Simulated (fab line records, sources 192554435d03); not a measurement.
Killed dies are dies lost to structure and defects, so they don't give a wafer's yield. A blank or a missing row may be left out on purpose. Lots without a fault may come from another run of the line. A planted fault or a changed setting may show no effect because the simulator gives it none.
Chamber matching | flow n5_finfet | N5_MOL_CONTACT_COAG_ALD_123 on ald_sin-02: 4 sister chambers
The step deposits SiNx, target thk 5 nm, pulse time 1 s, purge time 2 s. 4 wafers are shown with their chamber, then 7 later ones without.

WAFERS WITH THEIR CHAMBER
wafer  | chamber | heater_power_w (W)
L077.6 | 1       | 958
L081.5 | 3       | 926
L086.1 | 0       | 770
L086.3 | 2       | 976

WAFERS WITHOUT THEIR CHAMBER
wafer  | heater_power_w (W)
L086.5 | 792
L093.1 | 935
L093.3 | 963
L093.5 | 751
L097.1 | 953
L097.3 | 775
L097.6 | 765

WHICH CHAMBER EACH WENT THROUGH
wafer  | from the rows above          | in truth
L086.5 | 0                            | 0
L093.1 | can't be placed: 3 or 1      | 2
L093.3 | can't be placed: 1 or 2      | 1
L093.5 | 0                            | 0
L097.1 | can't be placed: 1 or 2 or 3 | 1
L097.3 | 0                            | 0
L097.6 | 0                            | 0
Placed correctly: 4 of 7. Can't be placed from these rows: 3 (the true chamber is among the candidates in 2). Placed wrongly: 0.
How it was worked out, from the rows above alone: a wafer's distance from a chamber is the root of the sum, over the readings, of the square of ((its reading less the chamber's mean) divided by the reading's scatter). The wafer belongs to the nearest chamber; if the next one is less than 2 further off, it can't be placed. A chamber's mean is the mean of its shown wafers. The scatter: with one shown wafer a chamber, the root of the mean of the squares of how far each hidden wafer lies from its nearest shown one.
